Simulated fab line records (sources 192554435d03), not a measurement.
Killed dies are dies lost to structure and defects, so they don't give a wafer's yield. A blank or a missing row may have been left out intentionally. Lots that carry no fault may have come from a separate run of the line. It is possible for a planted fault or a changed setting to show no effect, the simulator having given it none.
fab line records    flow n5-finfet    part 2 of 2: steps 5 to 6 of 6
[record] lots = 20  wafers = 60  last-day = 18
route steps=1938 shown MOL_CONTACT_COAG@580 BEOL_M0_SAQP@650
lots that met no fault: from a run of the same line without faults
start-h: the number of hours between the record's first day and the start of the first shown wafer of the lot    wait-h: hours elapsed since this lot's preceding step    " as in the row above    L1.1+2: a row that stands for several wafers    - no value, or no start given    * or withheld: withheld    < > ~ a bound
route shown NAME@n: NAME is a module with steps in the file, n the number in the route of the first one    usual: average and standard deviation across the fault-free wafers    same: alike in all rows    chamber/n: place in a boat    sites: the reading at each site    _std_site: the values' standard deviation    _edge_site: inner sites' mean taken away from outer sites' mean    radius-mm: for every site, how far away it sits from the centre of the wafer    mask NAME#n: copy n    behind: tool/chamber where the wafer was last shaped    hold: why the lot went on hold/how many hours it stayed there/how the hold came to an end    device: whichever transistor did not switch (one of n, p or np)    end of line: tests of these same wafers at the route's end    a step given without rows: its recipe and nothing more    killed: dies lost to structure and defects at the first sort, not the wafer's yield    map: the dies of a wafer, with x for killed, . for not killed, _ for no die there
set.NAME: the setting as run; set.NAME@STEP: as run at that earlier step    model.NAME: the simulator's own value behind a step, which no gauge read
route steps across a sampled set of lots; one table per step, one row per wafer
services: when a tool's chamber went out of use (start-h, in hours from the record's first day, below 0 if earlier), for how many hours, and the reason
[[steps]]
[step N5_BEOL_M0_SAQP_SPACER1_ETCHBACK_99]
[recipe] chemistry = CHF3/O2  mode = anisotropic-etchback  target = SiO2  target-depth-a = 154  time-s = 7.7  pressure-mtorr = 30  source-w = 650  bias-w = 170  Ar_flow_sccm = 200  CHF3_flow_sccm = 50  O2_flow_sccm = 5  ion-energy-ev = 200
[usual] drypump-motor-current-A = 5.7/0.41  mfc-ar-sccm = 200.0/0.59  oes-product-au = 0.75/0.089  rf-vpp-V = 521/11  showerhead-plenum-p-Torr = 2.38/0.077  throttle-valve-pct = 18.82/0.24
lot.wafer  tool         chamber  start-h  wait-h  drypump-motor-current-A  mfc-ar-sccm  oes-product-au  rf-hours-counter-h  rf-vpp-V  showerhead-plenum-p-Torr  throttle-valve-pct
L075.3     rie-diel-03  2        112.03   0.3     5.0                      200.7        0.68            239                 545       2.46                      18.85
L075.4     "            1        "        "       6.3                      200.3        0.70            219                 532       2.48                      19.27
L075.6     "            1        "        "       6.3                      200.7        0.70            -                   533       2.48                      19.26
L074.2     rie-diel-01  1        115.30   0.3     5.8                      199.9        0.86            54                  509       2.36                      18.61
L074.5     "            0        "        "       4.9                      200.4        0.68            -                   517       2.39                      19.04
L074.6     "            3        "        "       5.6                      201.3        0.79            -                   535       2.52                      18.70
L076.1     rie-diel-04  0        119.80   0.3     5.8                      200.1        0.70            223                 522       2.37                      19.07
L076.3     "            3        "        "       5.2                      200.9        0.71            187                 513       2.31                      18.80
L076.5     "            0        "        "       5.8                      200.2        0.70            -                   522       2.37                      19.08
L077.1     rie-diel-04  1        126.32   0.3     5.7                      199.8        0.77            128                 515       2.23                      18.66
L077.2     "            0        "        "       5.8                      200.0        0.70            226                 524       2.36                      19.06
L077.3     "            2        "        "       6.2                      199.7        0.90            33                  528       2.47                      18.46
L078.1     rie-diel-04  1        134.63   0.3     5.7                      198.7        0.77            130                 515       2.23                      18.68
L078.5     "            2        "        "       6.2                      198.9        0.90            -                   528       2.47                      18.47
L078.6     "            3        "        "       5.1                      200.1        0.70            -                   514       2.31                      18.82
L080.3     rie-diel-03  3        144.11   0.3     5.7                      200.4        0.68            225                 508       2.39                      19.03
L080.4     "            3        "        "       5.7                      200.2        0.69            -                   507       2.39                      19.03
L080.6     "            0        "        "       6.0                      198.9        0.68            -                   513       2.36                      18.65
L081.3     rie-diel-01  3        148.47   0.3     5.6                      199.6        0.77            141                 536       2.52                      18.73
L081.4     "            1        "        "       5.7                      199.3        0.86            -                   509       2.36                      18.62
L081.5     "            2        "        "       5.2                      200.1        0.79            -                   527       2.33                      18.79
L082.2     rie-diel-01  3        156.06   0.3     5.6                      200.4        0.77            144                 534       2.52                      18.74
L082.3     "            2        "        "       5.2                      200.8        0.79            126                 529       2.33                      18.79
L082.6     "            3        "        "       5.6                      200.4        0.78            -                   534       2.52                      18.74
L083.2     rie-diel-03  1        159.48   0.3     6.3                      199.0        0.69            236                 533       2.48                      19.28
L083.5     "            3        "        "       5.7                      199.2        0.68            -                   506       2.39                      19.05
L083.6     "            1        "        "       6.4                      199.1        0.69            -                   531       2.48                      19.27
L084.1     rie-diel-03  2        176.26   0.3     5.0                      199.7        0.96            3                   544       2.45                      18.49
L084.3     "            3        "        "       5.7                      199.5        0.67            237                 507       2.38                      19.05
L084.5     "            0        "        "       6.0                      199.8        0.67            -                   516       2.36                      18.66
L086.2     rie-diel-04  0        193.34   0.3     5.8                      199.9        0.68            245                 521       2.36                      19.09
L086.4     "            2        "        "       6.2                      199.8        0.87            51                  530       2.46                      18.50
L086.5     "            0        "        "       5.7                      199.4        0.69            -                   523       2.36                      19.11
L087.1     rie-diel-03  2        211.72   0.3     5.0                      200.0        0.94            12                  545       2.45                      18.49
L087.4     "            3        "        "       5.7                      199.9        0.67            245                 507       2.38                      19.06
L087.5     "            0        "        "       6.0                      199.7        0.67            -                   514       2.36                      18.65
L088.2     rie-diel-04  0        215.22   0.3     5.8                      199.6        0.68            249                 523       2.36                      19.11
L088.5     "            0        "        "       5.8                      200.2        0.68            -                   523       2.36                      19.12
L088.6     "            3        "        "       5.1                      200.0        0.69            -                   513       2.30                      18.84
L089.1     rie-diel-03  0        216.12   0.3     6.1                      200.1        0.67            248                 515       2.36                      18.67
L089.4     "            3        "        "       5.7                      200.5        0.67            -                   507       2.38                      19.08
L089.6     "            0        "        "       6.1                      201.0        0.66            -                   515       2.36                      18.67
L091.2     rie-diel-04  2        217.22   0.3     6.2                      200.3        0.87            57                  529       2.46                      18.49
L091.5     "            1        "        "       5.7                      200.4        0.76            -                   514       2.22                      18.70
L091.6     "            0        "        "       5.8                      199.4        0.68            -                   523       2.35                      19.10
L090.2     rie-diel-04  1        217.76   0.3     5.7                      199.6        0.76            149                 513       2.22                      18.68
L090.4     "            3        "        "       5.2                      200.5        0.69            213                 513       2.30                      18.85
L090.5     "            0        "        "       5.7                      199.8        0.69            -                   522       2.36                      19.12
L092.4     rie-diel-03  0        222.09   0.3     6.1                      200.9        0.67            -                   514       2.36                      18.67
L092.5     "            2        "        "       5.0                      199.9        0.93            -                   544       2.44                      18.50
L092.6     "            3        "        "       5.7                      199.9        0.67            -                   507       2.38                      19.07
L093.1     rie-diel-04  0        229.00   0.3     5.8                      200.3        0.68            254                 523       2.35                      19.12
L093.2     "            3        "        "       5.1                      199.2        0.70            217                 512       2.30                      18.85
L093.6     "            3        "        "       5.2                      199.2        0.68            -                   514       2.30                      18.85
L095.1     rie-diel-01  2        243.31   0.3     5.2                      199.4        0.77            153                 528       2.32                      18.83
L095.3     "            3        "        "       5.6                      199.5        0.75            172                 536       2.51                      18.77
L095.4     "            2        "        "       5.2                      199.7        0.78            -                   526       2.32                      18.84
L097.2     rie-diel-03  2        252.30   0.3     5.0                      200.1        0.90            31                  546       2.44                      18.51
L097.3     "            3        "        "       5.7                      199.8        0.66            264                 507       2.37                      19.10
L097.5     "            3        "        "       5.7                      199.5        0.66            -                   507       2.37                      19.08
[step N5_BEOL_M0_SAQP_CUT_ETCH_46]
[recipe] chemistry = N2/H2  target = SOC  target-depth-a = 1350  overetch-a = 270  temp-c = 40  time-s = 202.5  ion-energy-ev = 200  mask-material = SiARC  pressure-mtorr = 30  source-w = 840  bias-w = 150  n2-flow-sccm = 200  h2-flow-sccm = 200
[usual] drypump-motor-current-A = 5.7/0.42  rf-vpp-V = 523.0/2.6  showerhead-plenum-p-Torr = 2.51/0.085  throttle-valve-pct = 17.74/0.29
lot.wafer  tool         chamber  start-h  wait-h  drypump-motor-current-A  rf-hours-counter-h  rf-vpp-V  showerhead-plenum-p-Torr  throttle-valve-pct
L075.3     rie-diel-04  3        114.81   0.0     5.2                      186                 520.6     2.43                      17.63
L075.4     "            2        "        "       6.2                      29                  524.7     2.59                      17.27
L075.6     "            0        "        "       5.8                      -                   523.6     2.51                      18.12
L074.2     rie-diel-04  0        117.78   0.0     5.8                      222                 523.5     2.51                      18.13
L074.5     "            3        "        "       5.2                      -                   520.2     2.43                      17.63
L074.6     "            2        "        "       6.2                      -                   525.2     2.59                      17.32
L076.1     rie-diel-04  0        122.52   0.0     5.8                      224                 522.9     2.51                      18.16
L076.3     "            3        "        "       5.2                      189                 520.1     2.42                      17.63
L076.5     "            0        "        "       5.8                      -                   523.4     2.51                      18.13
L077.1     rie-diel-04  3        128.82   0.0     5.2                      191                 519.9     2.42                      17.62
L077.2     "            0        "        "       5.8                      227                 523.8     2.51                      18.16
L077.3     "            2        "        "       6.2                      33                  522.6     2.59                      17.32
L078.1     rie-diel-04  3        137.50   0.0     5.2                      193                 520.5     2.42                      17.63
L078.5     "            0        "        "       5.8                      -                   523.7     2.51                      18.15
L078.6     "            3        "        "       5.2                      -                   521.7     2.42                      17.63
L080.3     rie-diel-03  3        146.67   0.0     5.7                      226                 522.8     2.53                      18.06
L080.4     "            0        "        "       6.1                      -                   522.9     2.50                      17.58
L080.6     "            1        "        "       6.3                      -                   526.3     2.61                      18.22
L081.3     rie-diel-03  1        151.15   0.0     6.3                      232                 525.2     2.61                      18.21
L081.4     "            0        "        "       6.0                      -                   523.7     2.50                      17.56
L081.5     "            3        "        "       5.7                      -                   522.3     2.53                      18.06
L082.2     rie-diel-01  3        158.74   0.0     5.6                      145                 528.2     2.66                      17.72
L082.3     "            2        "        "       5.2                      127                 521.2     2.44                      17.69
L082.6     "            1        "        "       5.8                      -                   521.5     2.49                      17.57
L083.2     rie-diel-03  3        162.31   0.0     5.7                      232                 523.1     2.52                      18.05
L083.5     "            1        "        "       6.3                      -                   526.7     2.61                      18.22
L083.6     "            3        "        "       5.7                      -                   522.5     2.52                      18.05
L084.1     rie-diel-03  3        178.83   0.0     5.7                      238                 522.9     2.52                      18.07
L084.3     "            0        "        "       6.0                      239                 524.2     2.50                      17.58
L084.5     "            1        "        "       6.3                      -                   525.5     2.61                      18.23
L086.2     rie-diel-03  1        196.83   0.0     6.3                      246                 524.5     2.60                      18.22
L086.4     "            0        "        "       6.0                      243                 523.0     2.49                      17.60
L086.5     "            2        "        "       5.1                      -                   527.4     2.61                      17.43
L087.1     rie-diel-04  2        214.51   0.0     6.2                      56                  525.5     2.58                      17.33
L087.4     "            3        "        "       5.2                      212                 519.8     2.41                      17.67
L087.5     "            0        "        "       5.8                      -                   522.5     2.50                      18.18
L088.2     rie-diel-04  2        218.93   0.0     6.2                      58                  525.2     2.58                      17.34
L088.5     "            0        "        "       5.8                      -                   524.5     2.50                      18.18
L088.6     "            1        "        "       5.7                      -                   516.4     2.33                      17.55
L089.1     rie-diel-03  2        220.03   0.0     5.0                      16                  523.8     2.61                      17.45
L089.4     "            3        "        "       5.7                      -                   522.6     2.52                      18.09
L089.6     "            2        "        "       5.1                      -                   526.2     2.61                      17.46
L091.2     rie-diel-03  0        220.87   0.0     6.1                      251                 523.6     2.49                      17.59
L091.5     "            2        "        "       5.0                      -                   526.8     2.61                      17.45
L091.6     "            0        "        "       6.1                      -                   524.4     2.49                      17.61
L090.2     rie-diel-01  1        221.20   0.0     5.8                      85                  521.5     2.48                      17.61
L090.4     "            0        "        "       4.9                      19                  522.4     2.51                      17.52
L090.5     "            1        "        "       5.8                      -                   521.0     2.48                      17.60
L092.4     rie-diel-04  1        225.77   0.0     5.7                      152                 517.2     2.33                      17.52
L092.5     "            1        "        "       5.7                      -                   519.1     2.33                      17.54
L092.6     "            2        "        "       6.2                      -                   525.2     2.58                      17.33
L093.1     rie-diel-01  3        233.51   0.0     5.6                      168                 526.2     2.65                      17.78
L093.2     "            2        "        "       5.2                      149                 521.3     2.43                      17.70
L093.6     "            1        "        "       5.8                      -                   522.2     2.48                      17.59
L095.1     rie-diel-01  3        246.45   0.0     5.6                      174                 525.3     2.65                      17.75
L095.3     "            0        "        "       5.0                      24                  522.3     2.50                      17.51
L095.4     "            1        "        "       5.8                      95                  522.2     2.48                      17.62
L097.2     rie-diel-01  3        255.12   0.0     5.6                      177                 526.4     2.65                      17.77
L097.3     "            2        "        "       5.2                      158                 520.2     2.43                      17.71
L097.5     "            2        "        "       5.2                      -                   521.7     2.43                      17.72
[[services]]
tool         chamber  start-h  hours  kind
rie-diel-06  0        79.05    8.7    repair
rie-diel-02  1        87.10    2.7    repair
rie-diel-04  0        90.90    7.5    repair
rie-diel-02  0        122.41   2.5    repair
rie-diel-04  1        136.39   8.7    repair
rie-diel-03  2        142.38   -      clean
rie-diel-03  2        142.38   -      consumable-replace:focus-ring
rie-diel-03  2        142.38   20.4   scheduled-down
rie-diel-03  2        142.38   20.4   vent-cycle
rie-diel-02  0        151.41   1.6    repair
rie-diel-06  2        168.37   33.9   repair
rie-diel-01  1        186.61   6.5    repair
rie-diel-06  -        195.13   28.1   pm
rie-diel-04  3        198.65   1.7    repair
rie-diel-03  1        213.86   -      clean
rie-diel-03  1        213.86   -      consumable-replace:focus-ring
rie-diel-01  1        218.33   2.2    repair
rie-diel-04  0        235.68   -      clean
rie-diel-04  0        235.68   -      consumable-replace:focus-ring
rie-diel-04  0        235.68   26.3   scheduled-down
rie-diel-04  0        235.68   26.3   vent-cycle
rie-diel-04  -        237.68   2.8    pm
rie-diel-05  -        250.18   0.4    repair
rie-diel-01  0        254.85   1.3    repair
